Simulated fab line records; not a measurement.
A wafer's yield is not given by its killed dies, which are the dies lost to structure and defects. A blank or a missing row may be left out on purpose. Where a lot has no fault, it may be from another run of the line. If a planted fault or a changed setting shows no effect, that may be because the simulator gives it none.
Split-lot trial    flow n5_finfet    on a route of 1938 steps: 7 lots, 21 wafers read

== THE SPLIT ITSELF ==
At N5_BEOL_M2_ALD_98 (deposits SiO2, target thk 2.5 nm, pulse time 1 s, co reactant pulse time 1 s), the setting ald_cycles was moved away from the recipe's 17 on 6 of the 21 wafers read, by -11.8% to +17.6%. For the rest of the wafers, this setting stayed at what the recipe calls for.

The reading is taken at the split's own step.

== THE READING ==
SiO2_of_BEOL_M2_ALD_98.thk_nm (the simulator's own value, which no gauge read), in nm, at N5_BEOL_M2_ALD_98 (deposits SiO2, target thk 2.5 nm, pulse time 1 s, co reactant pulse time 1 s). There is no usual value for it anywhere in the file. Across the 15 wafers here that went through the recipe, the average is 2.5 nm and the standard deviation 0.098 nm.

wafer   tool, chamber at the split  ald_cycles as run  against the recipe  SiO2_of_BEOL_M2_ALD_98.thk_nm, nm  against lot-mates on the recipe
L075.4  ald_sin-04, 3               15                 -11.8%              2.2                                -0.2
L075.5  ald_sin-04, 3               15                 -11.8%              2.2                                -0.2
L075.6  ald_sin-04, 2               17                 recipe              2.4                                -
L079.2  ald_sin-03, 1               19                 +11.8%              2.8                                +0.2
L079.3  ald_sin-03, 0,2             17                 recipe              2.6                                -
L079.4  ald_sin-03, 0,2             17                 recipe              2.6                                -
L083.3  ald_sin-03, 0,2             17                 recipe              2.4                                -
L083.5  ald_sin-03, 0,2             17                 recipe              2.4                                -
L083.6  ald_sin-03, 3               17                 recipe              2.6                                -
L082.1  ald_sin-01, 2,1             17                 recipe              2.4                                -
L082.4  ald_sin-01, 2,1             17                 recipe              2.4                                -
L082.3  ald_sin-01, 0               17                 recipe              2.6                                -
L086.1  ald_sin-03, 1,3,2           17                 recipe              2.6                                -
L086.3  ald_sin-03, 1,3,2           17                 recipe              2.6                                -
L086.5  ald_sin-03, 1,3,2           17                 recipe              2.6                                -
L092.1  ald_sin-01, 0               17                 recipe              2.4                                -
L092.3  ald_sin-01, 1,2             20                 +17.6%              3                                  +0.6
L092.4  ald_sin-01, 1,2             20                 +17.6%              3                                  +0.6
L094.1  ald_sin-04, 0               16                 -5.9%               2.4                                -0.2
L094.4  ald_sin-04, 2,3             17                 recipe              2.6                                -
L094.6  ald_sin-04, 2,3             17                 recipe              2.6                                -
When a row names more than one chamber, that row covers several wafers, and the file does not tell which wafer ran in which chamber.

FIT RESULTS
A straight line over all 21 wafers: SiO2_of_BEOL_M2_ALD_98.thk_nm changes by +0.0265 nm for each +1% of ald_cycles; r = +0.91; the points scatter about the line by 0.088 nm.
The same after taking each lot's own level away (the mean of its wafers on the recipe; 21 wafers): +0.0272 nm for each +1%; r = +0.93; scatter 0.08 nm.
The reading moves by 0.48 nm for the largest change in ald_cycles, on that fit.
Measured against the standard deviation above, the lots' own levels, which go from 2.40 to 2.60 nm, span 2.0 times it.
The two slopes are in agreement: the lot-to-lot level therefore moves the slope only a little.
Check: +0.446 nm against its lot-mates is what the line predicts for one of the wafers moved furthest among these (+17.6%) when that wafer is left out of the fit. It came out at +0.6 nm against them.

== OTHER SPLITS APPLIED TO THESE WAFERS ==
These wafers also went through other splits before the reading. Each is held against what the fit with the lots' levels taken away leaves over:
other split on the same wafers  wafers away from the commonest value  r with SiO2_of_BEOL_M2_ALD_98.thk_nm (lot level and that fit taken away)
N5_BEOL_M2_COAT_62 spin_rpm     8                                     +0.13

== FILE'S OWN FIT ==
SiO2_of_BEOL_M2_ALD_98.thk_nm changes by +0.0264 nm for each +1% of ald_cycles, r = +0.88.
